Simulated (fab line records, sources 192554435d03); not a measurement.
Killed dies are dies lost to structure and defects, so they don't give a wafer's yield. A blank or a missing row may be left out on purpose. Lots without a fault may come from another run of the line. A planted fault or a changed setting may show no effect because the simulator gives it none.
fab line records | flow n5_finfet | part 2 of 2: steps 20 to 26 of 26
record lots=5 wafers=15 last_day=16
route steps=1938 shown BEOL_M5@1134
lots that met no fault: from a run of the same line without faults
start_h: hours from the record's first day to the start of the lot's first wafer shown | wait_h: hours since the lot's step before | " the same as in the row above | L1.1+2: a row that stands for several wafers | - no value, or no start given | * or withheld: withheld | < > ~ a bound
route shown NAME@n: a module of which the file shows steps, and the number in the route of the first | usual: mean/standard deviation of fault-free wafers | same: alike in all rows | chamber/n: place in a boat | sites: the reading at each site | _std_site: their standard deviation | _edge_site: outer sites' mean less inner sites' | radius_mm: how far each site lies from the wafer's centre | mask NAME#n: copy n | behind: the tool/chamber that last shaped the wafer | hold: why the lot was held/for how many hours/how that ended | device: the transistor (n, p or np) that didn't switch | end of line: the same wafers' tests at the end of the route | a step without rows: its recipe alone | killed: dies lost to structure and defects at the first sort, not the wafer's yield | map: a wafer's dies, x killed, . not, _ none there
set.NAME: the setting as run; set.NAME@STEP: as run at that earlier step | model.NAME: the simulator's own value behind a step, which no gauge read
lots at some steps of the route; a table a step, a row a wafer
services: from which hour (start_h, from the record's first day; less than 0 if before it) a tool's chamber was out of use, for how many hours, and why
## steps
# step N5_BEOL_M5_ETCH_67
# recipe chemistry=CF4 target=SiARC target_depth_a=156 mask_material=CAR-EUV time_s=26 ion_energy_ev=80 pressure_mtorr=40 source_w=545 bias_w=36 Ar_flow_sccm=100 cf4_flow_sccm=100 ends=cleared
# usual drypump_motor_current_A=5.6/0.47 etch_rf_on_time_s=26.1/0.8 oes_product_au=0.69/0.091 rf_vpp_V=184.4/1.1 showerhead_plenum_p_Torr=2.16/0.067 throttle_valve_pct=15.6/0.3
# columns lot.wafer tool chamber start_h wait_h drypump_motor_current_A etch_rf_on_time_s oes_product_au rf_hours_counter_h rf_vpp_V showerhead_plenum_p_Torr throttle_valve_pct
L076.3 rie_diel-05 0 199.54 0.0 6.4 26.7 0.60 198 184.3 2.21 15.9
L076.4 " 1 " " 5.5 27.6 0.58 215 182.7 2.10 15.7
L076.5 " 2 " " 5.8 25.9 0.78 - 184.3 2.09 15.2
L081.1 rie_diel-05 2 214.22 0.0 5.8 25.8 0.78 28 185.1 2.09 15.2
L081.4 " 3 " " 5.3 25.4 0.58 248 184.4 2.10 16.0
L081.6 " 0 " " 6.5 26.7 0.60 - 186.7 2.21 15.9
L082.1 rie_diel-02 3 225.04 0.0 5.4 25.9 0.74 47 185.9 2.26 15.4
L082.3 " 0 " " 6.0 27.0 0.62 202 184.0 2.13 15.8
L082.4 " 1 " " 5.9 26.2 0.61 194 186.3 2.21 15.9
L088.1 rie_diel-04 3 258.78 0.0 5.0 26.5 0.73 51 185.4 2.17 15.1
L088.4 " 3 " " 5.0 26.3 0.73 - 183.0 2.17 15.1
L088.5 " 2 " " 4.9 25.0 0.69 - 183.5 2.15 15.5
L090.2 rie_diel-02 3 281.67 0.0 5.4 25.9 0.72 66 185.3 2.25 15.4
L090.3 " 2 " " 5.7 24.8 0.82 11 184.3 2.12 15.6
L090.5 " 1 " " 5.9 26.3 0.60 - 184.3 2.21 15.9
# step N5_BEOL_M5_ETCH_68
# recipe chemistry=N2/H2 target=SOC target_depth_a=800 overetch_a=160 mask_material=SiARC temp_c=40 time_s=120 ion_energy_ev=200 pressure_mtorr=30 source_w=840 bias_w=150 n2_flow_sccm=200 h2_flow_sccm=200
# usual drypump_motor_current_A=5.6/0.47 oes_product_au=0.62/0.075 rf_vpp_V=524.7/2.4 showerhead_plenum_p_Torr=2.57/0.077 throttle_valve_pct=17.9/0.33
# columns lot.wafer tool chamber start_h wait_h drypump_motor_current_A oes_product_au rf_hours_counter_h rf_vpp_V showerhead_plenum_p_Torr throttle_valve_pct
L076.3 rie_diel-05 0 199.57 0.0 6.5 0.55 198 527.8 2.62 18.1
L076.4 " 1 " " 5.5 0.54 215 523.9 2.54 18.0
L076.5 " 2 " " 5.8 0.71 - 522.7 2.49 17.5
L081.1 rie_diel-05 2 214.25 0.0 5.8 0.70 28 520.8 2.49 17.5
L081.4 " 3 " " 5.3 0.52 248 522.9 2.52 18.4
L081.6 " 0 " " 6.5 0.55 - 526.7 2.61 18.1
L082.1 rie_diel-02 3 225.07 0.0 5.4 0.66 47 527.1 2.71 17.8
L082.3 " 0 " " 6.1 0.57 202 522.7 2.52 18.0
L082.4 " 1 " " 5.8 0.55 194 528.4 2.65 18.3
L088.1 rie_diel-04 3 258.81 0.0 5.0 0.65 51 524.3 2.58 17.4
L088.4 " 3 " " 5.0 0.65 - 523.9 2.58 17.4
L088.5 " 2 " " 4.9 0.60 - 524.9 2.57 17.7
L090.2 rie_diel-02 3 281.69 0.0 5.4 0.64 66 527.4 2.71 17.8
L090.3 " 2 " " 5.6 0.72 11 525.4 2.50 17.8
L090.5 " 1 " " 5.9 0.54 - 525.7 2.64 18.3
# step N5_BEOL_M5_STRIP_69
# recipe chemistry=N2/H2 temp_c=40 n2_flow_sccm=200 h2_flow_sccm=200 rf_frequency_hz=6e+07
# columns lot.wafer tool chamber start_h wait_h
L076.3+4+5 rie_diel-05 0,1,2 199.65 0.0
L081.1+4+6 rie_diel-05 2,3,0 214.33 0.0
L082.1+3+4 rie_diel-02 3,0,1 225.15 0.0
L088.1+4+5 rie_diel-04 3,3,2 258.89 0.0
L090.2+3+5 rie_diel-02 3,2,1 281.78 0.0
# step N5_BEOL_M5_STRIP_76
# recipe chemistry=N2/H2 temp_c=40 n2_flow_sccm=200 h2_flow_sccm=200 rf_frequency_hz=6e+07
# columns lot.wafer tool chamber start_h wait_h
L076.3+4+5 rie_diel-05 0,1,2 199.66 0.0
L081.1+4+6 rie_diel-05 2,3,0 214.34 0.0
L082.1+3+4 rie_diel-02 3,0,1 225.16 0.0
L088.1+4+5 rie_diel-04 3,3,2 258.90 0.0
L090.2+3+5 rie_diel-02 3,2,1 281.79 0.0
# step N5_BEOL_M5_VIA_ETCH_34
# recipe chemistry=C4F6/O2 target=SiCOH_lowk target_depth_a=883 mask_material=SOC taper_deg=4 time_s=39.2 ion_energy_ev=250 pressure_mtorr=30 source_w=345 bias_w=185 Ar_flow_sccm=300 C4F6_flow_sccm=10 O2_flow_sccm=10
# usual drypump_motor_current_A=5.6/0.47 oes_product_au=0.80/0.1 rf_vpp_V=668/19 showerhead_plenum_p_Torr=2.88/0.099 throttle_valve_pct=20.9/0.31
# columns lot.wafer tool chamber start_h wait_h drypump_motor_current_A oes_product_au rf_hours_counter_h rf_vpp_V showerhead_plenum_p_Torr throttle_valve_pct
L076.3 rie_diel-05 0 199.67 0.0 6.5 0.71 198 693 2.97 21.4
L076.4 " 1 " " 5.5 0.68 215 661 2.78 20.7
L076.5 " 2 " " 5.8 0.92 - 648 2.77 20.5
L081.1 rie_diel-05 2 214.35 0.0 5.8 0.91 28 648 2.77 20.5
L081.4 " 3 " " 5.3 0.68 248 655 2.76 21.0
L081.6 " 0 " " 6.5 0.71 - 692 2.97 21.4
L082.1 rie_diel-02 3 225.17 0.0 5.3 0.86 47 673 3.00 20.6
L082.3 " 0 " " 6.0 0.72 202 682 2.82 21.1
L082.4 " 1 " " 5.8 0.71 194 660 2.95 21.2
L088.1 rie_diel-04 3 258.91 0.0 5.0 0.86 51 681 2.93 20.6
L088.4 " 3 " " 5.0 0.86 - 681 2.93 20.6
L088.5 " 2 " " 4.9 0.80 - 635 2.87 20.8
L090.2 rie_diel-02 3 281.80 0.0 5.4 0.84 66 674 2.99 20.6
L090.3 " 2 " " 5.7 0.95 11 651 2.81 21.0
L090.5 " 1 " " 5.9 0.70 - 658 2.94 21.2
# step N5_BEOL_M5_STRIP_85
# recipe chemistry=C4F6/O2 resist=SiARC rf_frequency_hz=6e+07
# columns lot.wafer tool chamber start_h wait_h
L076.3+4+5 rie_diel-05 0,1,2 199.70 0.0
L081.1+4+6 rie_diel-05 2,3,0 214.38 0.0
L082.1+3+4 rie_diel-02 3,0,1 225.21 0.0
L088.1+4+5 rie_diel-04 3,3,2 258.94 0.0
L090.2+3+5 rie_diel-02 3,2,1 281.83 0.0
# step N5_BEOL_M5_STRIP_36
# recipe chemistry=N2/H2 power_w=450 temp_c=40 pressure_mtorr=20 rf_frequency_hz=6e+07 overash_fraction=0.3 bias_power_w=7 h2_frac=0.5 n2_flow_sccm=200 h2_flow_sccm=200
# usual drypump_motor_current_A=5.6/0.47 oes_product_au=0.80/0.1 rf_vpp_V=59.3/1.5 showerhead_plenum_p_Torr=2.57/0.077 throttle_valve_pct=23.7/0.39
# columns lot.wafer tool chamber start_h wait_h drypump_motor_current_A oes_product_au rf_hours_counter_h rf_vpp_V showerhead_plenum_p_Torr throttle_valve_pct
L076.3 rie_diel-05 0 199.71 0.0 6.5 0.70 198 59.0 2.61 24.0
L076.4 " 1 " " 5.5 0.70 215 57.2 2.53 23.9
L076.5 " 2 " " 5.8 0.90 - 57.6 2.49 23.3
L081.1 rie_diel-05 2 214.39 0.0 5.8 0.88 28 60.2 2.49 23.3
L081.4 " 3 " " 5.3 0.70 248 59.5 2.52 24.2
L081.6 " 0 " " 6.5 0.70 - 60.8 2.61 24.0
L082.1 rie_diel-02 3 225.22 0.0 5.4 0.86 47 60.0 2.71 23.7
L082.3 " 0 " " 6.1 0.72 202 58.3 2.51 24.0
L082.4 " 1 " " 5.9 0.69 194 60.2 2.65 24.2
L088.1 rie_diel-04 3 258.95 0.0 5.0 0.86 51 56.7 2.58 23.2
L088.4 " 3 " " 5.0 0.85 - 58.8 2.58 23.2
L088.5 " 2 " " 4.9 0.78 - 59.3 2.56 23.4
L090.2 rie_diel-02 3 281.84 0.0 5.4 0.82 66 59.7 2.70 23.8
L090.3 " 2 " " 5.7 0.93 11 58.8 2.49 23.7
L090.5 " 1 " " 5.9 0.70 - 59.4 2.64 24.3
## services
# columns tool chamber start_h hours kind
euv_scanner-01 - 185.91 1.0 pm
euv_scanner-02 - 187.67 1.0 pm
rie_metal-01 - 188.23 0.6 repair
rie_diel-04 1 190.80 1.3 repair
euv_scanner-01 - 198.37 0.8 repair
rie_diel-02 2 204.99 - clean
rie_diel-02 2 204.99 - consumable_replace:focus_ring
rie_diel-02 2 204.99 19.7 scheduled_down
rie_diel-02 2 204.99 19.7 vent_cycle
euv_scanner-02 - 207.19 5.8 pm
rie_diel-05 3 222.62 - clean
rie_diel-05 3 222.62 - consumable_replace:focus_ring
rie_diel-05 3 222.62 24.3 scheduled_down
rie_diel-05 3 222.62 24.3 vent_cycle
rie_diel-05 - 229.87 0.2 repair
euv_scanner-01 - 242.06 1.0 pm
euv_scanner-02 - 243.82 1.0 pm
euv_scanner-01 - 252.43 4.6 pm
rie_metal-03 - 254.30 4.3 pm
euv_scanner-01 - 258.80 0.1 repair
rie_metal-01 - 261.70 2.3 repair
rie_metal-01 - 265.24 2.8 pm
rie_diel-02 2 266.68 5.1 repair
euv_scanner-01 - 278.63 0.7 repair
